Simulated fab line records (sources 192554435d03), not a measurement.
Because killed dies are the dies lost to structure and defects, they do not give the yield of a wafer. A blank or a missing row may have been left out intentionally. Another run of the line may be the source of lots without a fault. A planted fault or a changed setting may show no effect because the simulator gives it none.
A lot that was struck, set against a sound lot	flow n5-finfet	16 steps out of a route of 1938
Sound: wafers L841.1, L841.3, L841.4. Wafers struck: L859.1, L859.3. The cause is named last.
Order at every step that has rows: each side's tool, ch and its chambers, its first start. Under that, the readings that differ: sound wafers	struck wafers	difference of the means	sigmas: that difference in standard deviations of wafers without a fault.
alike: a reading whose means differ by less than 2 such deviations, as well as words and numbers matching on both sides. not compared: withheld readings; readings where some wafer has no value; bounds like >300 that might hide an equal value; numbers whose values overlap and for which the record gives no deviation.
Wherever a step has rows on one side only, a row that says differs or no value, or a row with sigmas, the two part there. Numbers that have no deviation but don't overlap get no sigmas and don't part them. A reading missing from all wafers of one side parts the sides only when that side holds two or more wafers.

first, 8 steps without rows for these wafers: N5_SD_EPI_P_COAT_34 (time 60 s, resist thk 350 nm); N5_SD_EPI_P_COAT_35 (time 60 s, resist thk 35 nm); N5_SD_EPI_P_COAT_03 (resist thk 150 nm); N5_SD_EPI_P_EBR_05; N5_SD_EPI_P_SOFTBAKE_04 (time 60 s); N5_SD_EPI_P_EXPOSE_06 (exposes mask SD P BLK, target cd 240 nm); N5_SD_EPI_P_PEB_07 (peb time 60 s); N5_SD_EPI_P_DEVELOP_08 (develop time 30 s).
N5_SD_EPI_P_CD_MEAS_09: the cd target is 240 nm.
  sound on cd-sem-01 ch 0, day 3 12:44; struck on cd-sem-01 ch 0, day 7 23:45
  alike: cd-nm
N5_SD_EPI_P_OVL_MEAS_10:
  sound on overlay-01 ch 0, day 3 12:46; struck on overlay-02 ch 0, day 7 23:47
  alike: SD_P_BLK_OVL
N5_SD_EPI_P_INSPECT_11: inspects for defects (macro).
  sound: defect-inspect-01 at day 3 12:47; struck: defect-inspect-02 at day 7 23:48
  alike: raw-defect-count
N5_SD_EPI_P_DESCUM_14: chemistry O2, time 7.9 s.
  sound on rie-diel-05 ch 1,3, day 3 12:49; struck on rie-diel-05 ch 1,2, day 8 00:05
reading	sound	struck	difference	sigmas
temp-c (C)	39.96 39.84 40.11	39.73 39.73	-0.24	-2
  alike: drypump-motor-current-A, oes-product-au, rf-vpp-V, showerhead-plenum-p-Torr, throttle-valve-pct
  not compared: rf-hours-counter-h
N5_SD_EPI_P_ETCH_36: etches SiARC in CF4, target depth 45.5 nm, time 75.8 s.
  sound on rie-diel-05 ch 1,3, day 3 12:51; struck on rie-diel-05 ch 1,2, day 8 00:07
reading	sound	struck	difference	sigmas
etch-rf-on-time-s (s)	76.9 74.6 76.6	55.4 55.8	-20.4	-13
oes-product-au (a.u.)	0.72 0.69 0.73	0.80 0.93	+0.15	+2
  alike: drypump-motor-current-A, rf-vpp-V, showerhead-plenum-p-Torr, throttle-valve-pct
  not compared: rf-hours-counter-h
N5_SD_EPI_P_ETCH_37: etches SOC in N2/H2, overetch 108 nm, time 486 s.
  sound on rie-diel-05 ch 1,3, day 3 12:55; struck on rie-diel-05 ch 1,2, day 8 00:11
  alike: drypump-motor-current-A, h2-flow-sccm, oes-product-au, rf-vpp-V, showerhead-plenum-p-Torr, temp-c, throttle-valve-pct
  not compared: rf-hours-counter-h
-- here the record skips 5 days between the struck wafers' starts before and after, leaving off in module SD_EPI_P and picking up in module BEOL_M4 (first step shown: number 1111 of the route) --
N5_BEOL_M4_RC_MEAS_101:
  sound on prober-01 ch 0, day 8 05:22; struck on prober-02 ch 0, day 13 01:28
reading	sound	struck	difference	sigmas
SS_N (mV/dec)	72.5 71.7 71.7	70.5 70.5	-1.5	-2
  alike: DIBL_N, DIBL_P, IOFF_N, IOFF_P, ION_N, ION_P, SS_P, VT_N, VT_P
-- the record jumps here: 4 days lie between the struck wafers' starts before and after (it left off in module BEOL_M4 and takes up again in module PASSIVATION, whose first step shown is number 1936 of the route) --
N5_PASSIVATION_PROBE_49:
  sound: prober-01 at day 12 22:47; struck: prober-01 at day 17 09:12
reading	sound	struck	difference	sigmas
killed_at_M0_to_M3	64 61 29	13 32	-29	-3
  alike: defect-limited-yield, killed_at_M4_up, killed-at-contacts, killed-at-front-end, killed-at-other, killed-dies, killed-on-rim, killed-open, killed-short, sort_bin_5_function, sort_bin_6_memory, sort_bin_8_speed, sort-n-pass, sort-yield-pct

## WHERE THEY PART
At N5_SD_EPI_P_DESCUM_14 first; at N5_PASSIVATION_PROBE_49 last (within this record only).

WHY: whatever the simulator had introduced
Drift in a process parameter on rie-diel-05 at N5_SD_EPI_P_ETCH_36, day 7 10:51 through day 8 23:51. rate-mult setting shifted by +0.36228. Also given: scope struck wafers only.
